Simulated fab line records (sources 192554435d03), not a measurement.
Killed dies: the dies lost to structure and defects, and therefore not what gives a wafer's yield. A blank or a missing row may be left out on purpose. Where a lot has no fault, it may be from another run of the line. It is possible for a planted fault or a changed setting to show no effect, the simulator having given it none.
Which tool did it?    flow n5Finfet    9 lots, 25 wafers sampled, at 5 steps of a route of 1938

WHAT THE GAUGES READ, wafer by wafer
N5_HKMG_FIN_INSPECT_28: inspects for defects (darkfield).
lot   measured      on                rawDefectCount
L643  day 5 03:33   defectInspect-02  48 23 20
L644  day 5 12:26   defectInspect-01  19 25
L648  day 6 09:29   defectInspect-02  39 10 28
L649  day 6 15:56   defectInspect-02  42 42 121
L652  day 7 09:29   defectInspect-02  50 43 29
L660  day 9 12:40   defectInspect-02  52 39
L661  day 9 23:02   defectInspect-01  69 29 42
L663  day 10 09:58  defectInspect-01  50 45 38
L662  day 10 13:14  defectInspect-02  33 63 32

N5_BEOL_M4_RC_MEAS_101.
lot   measured      on         DIBL_N (mV/V)   DIBL_P (mV/V)   IOFF_N (nA/um)     IOFF_N_85C (nA/um)  IOFF_N_LIN (nA/um)  IOFF_N_LONG (nA/um)         IOFF_P (nA/um)  IOFF_P_85C (nA/um)  IOFF_P_LIN (nA/um)  IOFF_P_LONG (nA/um)         ION_N (uA/um)  ION_P (uA/um)  SS_N (mV/dec)   SS_P (mV/dec)   VT_N (mV)          VT_N_LONG (mV)     VT_N_LVT (mV)  VT_P (mV)             VT_P_LONG (mV)  VT_P_LVT (mV)
L643  day 8 19:07   prober-02  38.1 39.6 39.5  39.4 40.4 39.7  0.192 0.218 0.213  3.6 4.0 3.9         0.087 0.093 0.094   5.81e-05 5.85e-05 5.87e-05  0.26 0.27 0.27  4.3 4.5 4.4         0.114 0.118 0.117   0.000109 0.000102 0.000108  696 682 705    475 466 478    71.6 72.0 71.0  74.1 73.4 73.7  247.3 244.8 247.4  276.8 273.0 274.7  95 94 94       -244.9 -248.1 -247.3  -274 -275 -275  -95.2 -95.0 -94.9
L644  day 9 18:07   prober-01  34.8 36.1       34.1 35.2       0.124 0.143        2.5 2.8             0.060 0.067         5.47e-05 5.45e-05           0.19 0.20       3.3 3.6             0.095 0.100         0.000118 0.000115           666 660        460 460        71.1 71.8       72.9 73.1       252.0 251.5        277.3 277.6        101 101        -249.1 -249.3         -272 -274       -100.0 -98.4
L648  day 10 11:44  prober-01  38.1 35.3 37.7  38.0 34.2 37.6  0.178 0.125 0.177  3.4 2.6 3.4         0.081 0.061 0.081   5.72e-05 5.71e-05 5.76e-05  0.22 0.17 0.21  4.0 3.1 3.8         0.107 0.087 0.104   0.000108 0.000107 0.000107  688 671 690    468 459 464    71.8 71.0 71.1  73.3 72.6 73.1  247.4 253.8 247.6  273.9 275.3 273.5  96 103 97      -249.7 -253.8 -250.1  -271 -277 -275  -98.6 -102.7 -99.5
L649  day 11 00:58  prober-01  36.0 35.7 34.6  37.2 36.8 35.8  0.153 0.155 0.135  3.0 3.0 2.7         0.070 0.073 0.064   5.3e-05 5.36e-05 5.32e-05   0.21 0.22 0.20  3.7 3.8 3.5         0.102 0.105 0.099   0.00011 0.000105 0.000109   688 672 665    469 467 466    70.9 71.1 71.5  74.1 73.8 73.6  249.2 250.3 251.7  276.1 277.0 276.9  100 99 101     -248.9 -250.4 -249.1  -275 -275 -274  -96.4 -96.5 -97.8
L652  day 11 09:58  prober-01  34.1 38.1 35.3  33.6 39.0 34.9  0.122 0.217 0.142  2.5 4.0 2.8         0.061 0.097 0.069   5.63e-05 5.65e-05 5.67e-05  0.16 0.26 0.18  2.9 4.2 3.1         0.081 0.111 0.088   0.000104 9.6e-05 0.000104   657 684 673    462 466 459    71.4 72.7 71.2  72.6 74.0 73.4  252.1 243.7 248.6  273.5 273.3 272.7  102 94 101     -255.5 -250.7 -252.9  -278 -279 -277  -104.3 -98.9 -103.0
L660  day 13 16:08  prober-02  38.9 38.5       38.1 37.9       0.198 0.033        3.6 0.8             0.086 0.015         5.32e-05 2.43e-05           0.23 0.37       4.1 5.9             0.109 0.171         0.000102 0.000151           689 571        466 480        72.3 71.9       73.8 74.0       246.5 294.9        279.2 322.3        96 145         -250.8 -234.5         -277 -263       -99.4 -86.2
L661  day 14 00:02  prober-02  33.6 32.7 34.6  33.1 32.2 33.9  0.130 0.124 0.023  2.6 2.5 0.6         0.062 0.060 0.011   5.92e-05 5.88e-05 2.56e-05  0.18 0.17 0.31  3.2 3.0 4.9         0.093 0.089 0.150   0.000119 0.00012 0.000174   675 673 549    467 464 476    71.5 70.7 70.9  72.1 72.4 72.7  250.5 255.6 302.0  273.8 275.4 325.4  99 99 150      -250.3 -251.7 -237.9  -272 -272 -256  -99.5 -99.0 -84.5
L663  day 13 23:31  prober-01  37.5 35.8 38.0  36.0 34.7 36.4  0.179 0.147 0.173  3.4 2.9 3.3         0.083 0.071 0.076   5.52e-05 5.51e-05 5.44e-05  0.23 0.20 0.24  3.9 3.5 4.0         0.105 0.097 0.105   9.9e-05 9.7e-05 9.9e-05     672 678 657    465 460 450    71.6 71.1 71.5  73.9 72.9 73.8  248.6 251.6 248.6  273.6 275.9 275.9  93 96 97       -246.8 -250.3 -252.1  -280 -281 -280  -96.9 -98.4 -97.9
L662  day 14 01:47  prober-01  34.4 33.3 32.8  35.1 33.1 33.0  0.149 0.118 0.119  3.0 2.5 2.5         0.072 0.058 0.062   5.49e-05 5.47e-05 5.43e-05  0.19 0.15 0.16  3.4 2.8 3.0         0.093 0.079 0.085   9.7e-05 9.8e-05 0.000102    682 661 674    466 450 462    71.6 71.0 70.4  73.0 72.6 72.9  252.9 255.5 251.2  276.7 275.4 276.9  95 100 98      -249.1 -255.7 -253.9  -278 -279 -279  -98.9 -102.1 -100.1

EACH LOT AND THE TOOL THAT RAN IT (in order: tool; ch and the chambers of the sampled wafers; start)
lot   N5_HKMG_FIN_STRIP_19                 N5_HKMG_FIN_STRIP_89               N5_HKMG_FIN_NWFM_ALD_20
L643  plasmaAsher-02 ch 0,1, day 4 23:38   rieDiel-02 ch 0,1,3, day 5 00:26   aldMetal-04 ch 0,1,2, day 5 01:01
L644  plasmaAsher-01 ch 1, day 5 08:07     rieDiel-02 ch 1, day 5 09:22       aldMetal-02 ch 1,3, day 5 09:56
L648  plasmaAsher-02 ch 0,1, day 6 05:28   rieDiel-03 ch 0,1, day 6 06:24     aldMetal-04 ch 0,1,3, day 6 06:59
L649  plasmaAsher-01 ch 0,1, day 6 12:08   rieDiel-06 ch 1,3, day 6 12:55     aldMetal-04 ch 1,2,3, day 6 13:29
L652  plasmaAsher-02 ch 0,1, day 7 05:49   rieDiel-03 ch 0,2, day 7 06:29     aldMetal-04 ch 0,1,3, day 7 07:03
L660  plasmaAsher-01 ch 0,1, day 9 08:46   rieDiel-06 ch 0,3, day 9 09:32     aldMetal-02 ch 2, day 9 10:07
L661  plasmaAsher-02 ch 0,1, day 9 19:02   rieDiel-06 ch 0,1,2, day 9 19:49   aldMetal-02 ch 1,2, day 9 20:24
L663  plasmaAsher-01 ch 0,1, day 10 06:08  rieDiel-06 ch 0,2,3, day 10 06:57  aldMetal-03 ch 2,3, day 10 07:31
L662  plasmaAsher-02 ch 0,1, day 10 09:25  rieDiel-02 ch 0,1,2, day 10 10:12  aldMetal-03 ch 0,1,3, day 10 10:49
- N5_HKMG_FIN_STRIP_19: strips in N2/H2, time 360 s.
- N5_HKMG_FIN_STRIP_89: strips SOC in N2/H2, time 20 s.
- N5_HKMG_FIN_NWFM_ALD_20: deposits TiAlC, target thk 2 nm, pulse time 3 s, purge time 2 s.

WHAT THE TOOLS THEMSELVES READ (means of the sampled wafers that have a number; where no wafer has one, the mark that the record gives instead)
N5_HKMG_FIN_STRIP_19.
lot   tool            drypumpMotorCurrentA (A)  heaterPowerW (W)
L643  plasmaAsher-02  5.3                       440
L644  plasmaAsher-01  5.4                       406
L648  plasmaAsher-02  5.3                       444
L649  plasmaAsher-01  5.6                       415
L652  plasmaAsher-02  5.6                       441
L660  plasmaAsher-01  5.7                       425
L661  plasmaAsher-02  5.6                       451
L663  plasmaAsher-01  5.6                       427
L662  plasmaAsher-02  5.6                       449

N5_HKMG_FIN_STRIP_89.
lot   tool        drypumpMotorCurrentA (A)  oesProductAu (a.u.)  rfVppV (V)  showerheadPlenumPTorr (Torr)  throttleValvePct (%)
L643  rieDiel-02  5.3                       0.80                 53.8        3.39                          19.0
L644  rieDiel-02  5.1                       0.89                 54.5        3.30                          19.1
L648  rieDiel-03  5.9                       0.88                 54.8        3.47                          18.5
L649  rieDiel-06  6.0                       0.80                 54.1        3.34                          19.3
L652  rieDiel-03  5.5                       0.86                 54.4        3.50                          18.1
L660  rieDiel-06  6.4                       0.82                 54.1        3.34                          19.1
L661  rieDiel-06  5.5                       0.79                 54.1        3.24                          18.7
L663  rieDiel-06  6.1                       0.81                 53.7        3.30                          18.9
L662  rieDiel-02  5.2                       0.81                 54.3        3.31                          19.4

N5_HKMG_FIN_NWFM_ALD_20.
lot   tool         heaterPowerW (W)  precursorPulseHeightRel
L643  aldMetal-04  478               0.985
L644  aldMetal-02  510               0.999
L648  aldMetal-04  499               1.007
L649  aldMetal-04  482               0.989
L652  aldMetal-04  496               0.993
L660  aldMetal-02  488               1.007
L661  aldMetal-02  520               0.998
L663  aldMetal-03  512               1.005
L662  aldMetal-03  513               1.027

THE ANSWER, worked out from the rows above alone
Rule: usual is defined by the lots themselves. Put in order of their means at a reading, lots are off if they are a third of the lots or fewer, leave a main group of 4 or more, and stand apart from it by a gap of 3 or more times the standard deviation of the main group's means; of several such gaps the widest counts. The tables above print the reading to a certain number of digits; a main group whose means all agree to those digits is not used. Also off: a lot with no number at a reading for which 4 or more lots have one. The other lots that the step has rows for count as sound. After the gauges, taken in route order, come the tools' own readings; for these a lot's mean is taken, as printed above. At the first step where some lot is off, the reading lying furthest off is the one used; lots without a number count as furthest.
Off: L660, L661, at N5_BEOL_M4_RC_MEAS_101 (VT_N_LONG). The main group: mean 275.4 mV, standard deviation 1.4.
If a tool, at a process step before that reading, ran all the lots that are off and no sound lot after the first of them, it fits. The gauges at N5_BEOL_M4_RC_MEAS_101 are tried like those tools. Undecided on this evidence; 2 tools fit (aldMetal-02 at N5_HKMG_FIN_NWFM_ALD_20, prober-02 at N5_BEOL_M4_RC_MEAS_101).

WHAT HAD BEEN PUT IN BY THE SIMULATOR
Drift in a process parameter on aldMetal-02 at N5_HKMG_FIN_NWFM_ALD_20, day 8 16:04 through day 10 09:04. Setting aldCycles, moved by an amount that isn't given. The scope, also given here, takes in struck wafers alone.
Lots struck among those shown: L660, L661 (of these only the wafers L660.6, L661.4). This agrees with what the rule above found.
